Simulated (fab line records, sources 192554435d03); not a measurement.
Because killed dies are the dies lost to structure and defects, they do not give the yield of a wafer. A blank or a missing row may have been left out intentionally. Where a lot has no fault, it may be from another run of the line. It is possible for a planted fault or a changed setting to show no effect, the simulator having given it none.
Split-lot experiment ; flow n5-finfet ; on a route of 1938 steps: 7 lots, 21 wafers read

== SPLIT DETAILS ==
At N5_MOL_CONTACT_COAG_ETCH_105 (etches SiARC in CF4, target depth 15.6 nm, time 26 s), the setting bias-w was moved away from the recipe's 36 W on 5 of the 21 wafers read, by -14.8% to +12.1%. For the rest of the wafers, this setting stayed at what the recipe calls for.

The reading is taken at the split's own step.

== THE READING ==
rf-vpp-V, in V, at N5_MOL_CONTACT_COAG_ETCH_105 (etches SiARC in CF4, target depth 15.6 nm, time 26 s). Fault-free wafers of this fab line usually give 184.2 V, standard deviation 1 V.

wafer;tool, chamber at the split;bias-w as run, W;against the recipe;rf-vpp-V, V;against lot-mates on the recipe
L075.1;rie-diel-05, 0;36;recipe;183.1;-
L075.3;rie-diel-05, 2;36;recipe;185.2;-
L075.4;rie-diel-05, 3;36;recipe;185.4;-
L080.2;rie-diel-02, 3;36;recipe;183.8;-
L080.4;rie-diel-02, 2;30.66;-14.8%;167.2;-16.6
L080.6;rie-diel-02, 1;36;recipe;183.7;-
L088.1;rie-diel-04, 2;32.54;-9.6%;173.4;-10.8
L088.3;rie-diel-04, 3;36;recipe;184.9;-
L088.4;rie-diel-04, 0;36;recipe;183.6;-
L090.3;rie-diel-02, 3;39.6;+10.0%;196.3;+13.0
L090.4;rie-diel-02, 2;36;recipe;183.6;-
L090.6;rie-diel-02, 1;36;recipe;183.0;-
L091.3;rie-diel-02, 1;36;recipe;185.2;-
L091.5;rie-diel-02, 0;36;recipe;184.8;-
L091.6;rie-diel-02, 3;36;recipe;184.4;-
L093.2;rie-diel-04, 2;38.62;+7.3%;191.9;+6.5
L093.3;rie-diel-04, 3;36;recipe;185.2;-
L093.6;rie-diel-04, 1;36;recipe;185.7;-
L095.2;rie-diel-02, 3;36;recipe;183.2;-
L095.3;rie-diel-02, 2;36;recipe;183.4;-
L095.5;rie-diel-02, 2;40.35;+12.1%;197.7;+14.4

FIT RESULTS
A straight line over all 21 wafers: rf-vpp-V changes by +1.14 V for each +1% of bias-w; r = +0.99; the points scatter about the line by 0.86 V.
The same after taking each lot's own level away (the mean of its wafers on the recipe; 21 wafers): +1.15 V for each +1%; r = +0.99; scatter 0.77 V.
That fit puts the effect of the largest move of bias-w on the reading at 17 V.
Measured against the standard deviation above, the lots' own levels, which go from 183.30 to 185.45 V, span 2.1 times it.
The two slopes agree, so the slope changes little with the lot-to-lot level.
Check: for one of the wafers moved furthest among these (-14.8%), held out of the fit, the line's prediction against its lot-mates is -17.3 V. It came out at -16.6 V against them.
Tool readings at the split's step, against how far the setting was moved: etch-rf-on-time-s r = -0.88; rf-vpp-V r = +0.99.

== THE WHOLE CHAIN: every reading that the file lists as answering this split, in the file's order ==
step;what it does;reading;change (the file's fit);r (the file's)
N5_MOL_CONTACT_COAG_ETCH_105;etches SiARC in CF4, target depth 15.6 nm, time 26 s;etch-rf-on-time-s;withheld for each +1% of the setting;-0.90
N5_MOL_CONTACT_COAG_ETCH_105;etches SiARC in CF4, target depth 15.6 nm, time 26 s;rf-vpp-V;+1.15 V for each +1% of the setting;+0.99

== FILE'S OWN FIT ==
rf-vpp-V changes by +1.15 V for each +1% of bias-w, r = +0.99.
